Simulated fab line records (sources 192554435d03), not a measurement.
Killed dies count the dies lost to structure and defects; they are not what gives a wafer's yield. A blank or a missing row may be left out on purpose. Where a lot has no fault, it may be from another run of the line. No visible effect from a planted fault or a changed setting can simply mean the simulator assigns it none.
Which tool was responsible? / flow n5-finfet / 15 lots with 42 wafers sampled at 2 steps, on a route of 1938 steps

WHAT THE GAUGES SHOWED, per wafer
N5_WELL_APT_OVL_MEAS_09. Usual: for NWELL_OVL the level is 1 nm and the standard deviation is 5.
lot=L682; measured=day 2 13:47; on=overlay-01; NWELL_OVL (nm)=1 -3 10; flag=
lot=L683; measured=day 2 19:45; on=overlay-02; NWELL_OVL (nm)=2 6 2; flag=
lot=L684; measured=day 3 01:48; on=overlay-01; NWELL_OVL (nm)=4 1 -8; flag=
lot=L686; measured=day 3 13:50; on=overlay-02; NWELL_OVL (nm)=1 6 0; flag=
lot=L687; measured=day 3 19:49; on=overlay-01; NWELL_OVL (nm)=5 4; flag=
lot=L688; measured=day 4 01:43; on=overlay-02; NWELL_OVL (nm)=3 6 7; flag=
lot=L689; measured=day 4 07:53; on=overlay-02; NWELL_OVL (nm)=-10 6 2; flag=
lot=L691; measured=day 4 19:59; on=overlay-02; NWELL_OVL (nm)=-4 2 5; flag=
lot=L693; measured=day 5 07:43; on=overlay-02; NWELL_OVL (nm)=-10 -3 -9; flag=
lot=L694; measured=day 5 13:43; on=overlay-01; NWELL_OVL (nm)=-3 -1 -2; flag=
lot=L695; measured=day 5 19:52; on=overlay-02; NWELL_OVL (nm)=3 1 5; flag=
lot=L696; measured=day 6 01:40; on=overlay-01; NWELL_OVL (nm)=7 -1 10; flag=
lot=L697; measured=day 6 07:40; on=overlay-01; NWELL_OVL (nm)=8 8 2; flag=
lot=L699; measured=day 6 19:53; on=overlay-02; NWELL_OVL (nm)=-5 3; flag=
lot=L701; measured=day 7 07:43; on=overlay-01; NWELL_OVL (nm)=-4 -5; flag=

WHICH TOOL RAN EACH LOT (tool, then ch and the chambers of the sampled wafers, then the start)
lot=L682; N5_ZERO_LAYER_ETCH_17=rie-diel-03 ch 2,3, day 2 12:55
lot=L683; N5_ZERO_LAYER_ETCH_17=rie-diel-01 ch 1,3, day 2 18:44
lot=L684; N5_ZERO_LAYER_ETCH_17=rie-diel-01 ch 0,1,3, day 3 00:55
lot=L686; N5_ZERO_LAYER_ETCH_17=rie-diel-01 ch 0,2,3, day 3 12:50
lot=L687; N5_ZERO_LAYER_ETCH_17=rie-diel-02 ch 1,2, day 3 18:50
lot=L688; N5_ZERO_LAYER_ETCH_17=rie-diel-03 ch 0,3, day 4 00:50
lot=L689; N5_ZERO_LAYER_ETCH_17=rie-diel-03 ch 0,1,2, day 4 06:52
lot=L691; N5_ZERO_LAYER_ETCH_17=rie-diel-01 ch 0,1,3, day 4 18:47
lot=L693; N5_ZERO_LAYER_ETCH_17=rie-diel-03 ch 0,1,2, day 5 06:43
lot=L694; N5_ZERO_LAYER_ETCH_17=rie-diel-01 ch 0,1,3, day 5 12:43
lot=L695; N5_ZERO_LAYER_ETCH_17=rie-diel-02 ch 0,1,3, day 5 18:52
lot=L696; N5_ZERO_LAYER_ETCH_17=rie-diel-03 ch 0,1,3, day 6 00:46
lot=L697; N5_ZERO_LAYER_ETCH_17=rie-diel-02 ch 0,3, day 6 06:47
lot=L699; N5_ZERO_LAYER_ETCH_17=rie-diel-02 ch 0,1, day 6 18:53
lot=L701; N5_ZERO_LAYER_ETCH_17=rie-diel-02 ch 0,1, day 7 06:50
- N5_ZERO_LAYER_ETCH_17: etches SiO2 in CF4, target depth 12 nm, time 13.3 s.

WHAT THE TOOLS THEMSELVES READ (means of the sampled wafers that have a number; where no wafer has one, the mark that the record gives instead)
N5_ZERO_LAYER_ETCH_17. Usual: chamber-pressure-mTorr 40.00 mTorr, standard deviation 0.049; drypump-motor-current-A 6.0 A, standard deviation 0.4; oes-product-au 0.76 a.u., standard deviation 0.076; rf-vpp-V 948 V, standard deviation 4.1; showerhead-plenum-p-Torr 2.13 Torr, standard deviation 0.062; throttle-valve-pct 15.70 %, standard deviation 0.25.
lot=L682; tool=rie-diel-03; chamber-pressure-mTorr (mTorr)=40.01; drypump-motor-current-A (A)=6.5; oes-product-au (a.u.)=0.76; rf-vpp-V (V)=952; showerhead-plenum-p-Torr (Torr)=2.19; throttle-valve-pct (%)=15.67; flag=
lot=L683; tool=rie-diel-01; chamber-pressure-mTorr (mTorr)=40.01; drypump-motor-current-A (A)=6.0; oes-product-au (a.u.)=0.69; rf-vpp-V (V)=947; showerhead-plenum-p-Torr (Torr)=2.13; throttle-valve-pct (%)=15.95; flag=
lot=L684; tool=rie-diel-01; chamber-pressure-mTorr (mTorr)=40.02; drypump-motor-current-A (A)=6.0; oes-product-au (a.u.)=0.70; rf-vpp-V (V)=949; showerhead-plenum-p-Torr (Torr)=2.16; throttle-valve-pct (%)=15.86; flag=
lot=L686; tool=rie-diel-01; chamber-pressure-mTorr (mTorr)=40.00; drypump-motor-current-A (A)=6.0; oes-product-au (a.u.)=0.73; rf-vpp-V (V)=951; showerhead-plenum-p-Torr (Torr)=2.19; throttle-valve-pct (%)=15.75; flag=
lot=L687; tool=rie-diel-02; chamber-pressure-mTorr (mTorr)=39.97; drypump-motor-current-A (A)=5.7; oes-product-au (a.u.)=0.74; rf-vpp-V (V)=944; showerhead-plenum-p-Torr (Torr)=2.06; throttle-valve-pct (%)=16.05; flag=
lot=L688; tool=rie-diel-03; chamber-pressure-mTorr (mTorr)=39.99; drypump-motor-current-A (A)=6.1; oes-product-au (a.u.)=0.76; rf-vpp-V (V)=953; showerhead-plenum-p-Torr (Torr)=2.20; throttle-valve-pct (%)=15.64; flag=
lot=L689; tool=rie-diel-03; chamber-pressure-mTorr (mTorr)=40.04; drypump-motor-current-A (A)=5.9; oes-product-au (a.u.)=0.75; rf-vpp-V (V)=949; showerhead-plenum-p-Torr (Torr)=2.13; throttle-valve-pct (%)=15.63; flag=
lot=L691; tool=rie-diel-01; chamber-pressure-mTorr (mTorr)=40.02; drypump-motor-current-A (A)=6.0; oes-product-au (a.u.)=0.81; rf-vpp-V (V)=949; showerhead-plenum-p-Torr (Torr)=2.16; throttle-valve-pct (%)=15.73; flag=
lot=L693; tool=rie-diel-03; chamber-pressure-mTorr (mTorr)=39.99; drypump-motor-current-A (A)=5.9; oes-product-au (a.u.)=0.74; rf-vpp-V (V)=947; showerhead-plenum-p-Torr (Torr)=2.12; throttle-valve-pct (%)=15.63; flag=
lot=L694; tool=rie-diel-01; chamber-pressure-mTorr (mTorr)=40.04; drypump-motor-current-A (A)=6.0; oes-product-au (a.u.)=0.79; rf-vpp-V (V)=949; showerhead-plenum-p-Torr (Torr)=2.15; throttle-valve-pct (%)=15.74; flag=
lot=L695; tool=rie-diel-02; chamber-pressure-mTorr (mTorr)=40.01; drypump-motor-current-A (A)=6.1; oes-product-au (a.u.)=0.80; rf-vpp-V (V)=947; showerhead-plenum-p-Torr (Torr)=2.11; throttle-valve-pct (%)=15.59; flag=
lot=L696; tool=rie-diel-03; chamber-pressure-mTorr (mTorr)=39.99; drypump-motor-current-A (A)=5.8; oes-product-au (a.u.)=0.73; rf-vpp-V (V)=951; showerhead-plenum-p-Torr (Torr)=2.16; throttle-valve-pct (%)=15.69; flag=
lot=L697; tool=rie-diel-02; chamber-pressure-mTorr (mTorr)=40.01; drypump-motor-current-A (A)=6.4; oes-product-au (a.u.)=0.86; rf-vpp-V (V)=948; showerhead-plenum-p-Torr (Torr)=2.15; throttle-valve-pct (%)=15.33; flag=
lot=L699; tool=rie-diel-02; chamber-pressure-mTorr (mTorr)=40.00; drypump-motor-current-A (A)=6.2; oes-product-au (a.u.)=0.82; rf-vpp-V (V)=946; showerhead-plenum-p-Torr (Torr)=2.13; throttle-valve-pct (%)=15.65; flag=
lot=L701; tool=rie-diel-02; chamber-pressure-mTorr (mTorr)=39.98; drypump-motor-current-A (A)=6.2; oes-product-au (a.u.)=0.82; rf-vpp-V (V)=946; showerhead-plenum-p-Torr (Torr)=2.12; throttle-valve-pct (%)=15.65; flag=

THE ANSWER, worked out from the rows above alone
Rule: take the mean of a lot's wafers that have a number; if it is more than 3 standard deviations from the usual mean, the lot is off. A lot without any number at a reading at which 4 lots or more have one is off too. The other lots that the step has rows for count as sound. First the gauges in route order, then the tools' own readings, where a lot's mean is used as printed above. The first step at which some lot is off is used, and at that step the reading that is off furthest; a lot without a number counts as furthest.
No lot is off at any reading shown: from this, nothing can be told.

WHAT WAS PUT IN BY THE SIMULATOR
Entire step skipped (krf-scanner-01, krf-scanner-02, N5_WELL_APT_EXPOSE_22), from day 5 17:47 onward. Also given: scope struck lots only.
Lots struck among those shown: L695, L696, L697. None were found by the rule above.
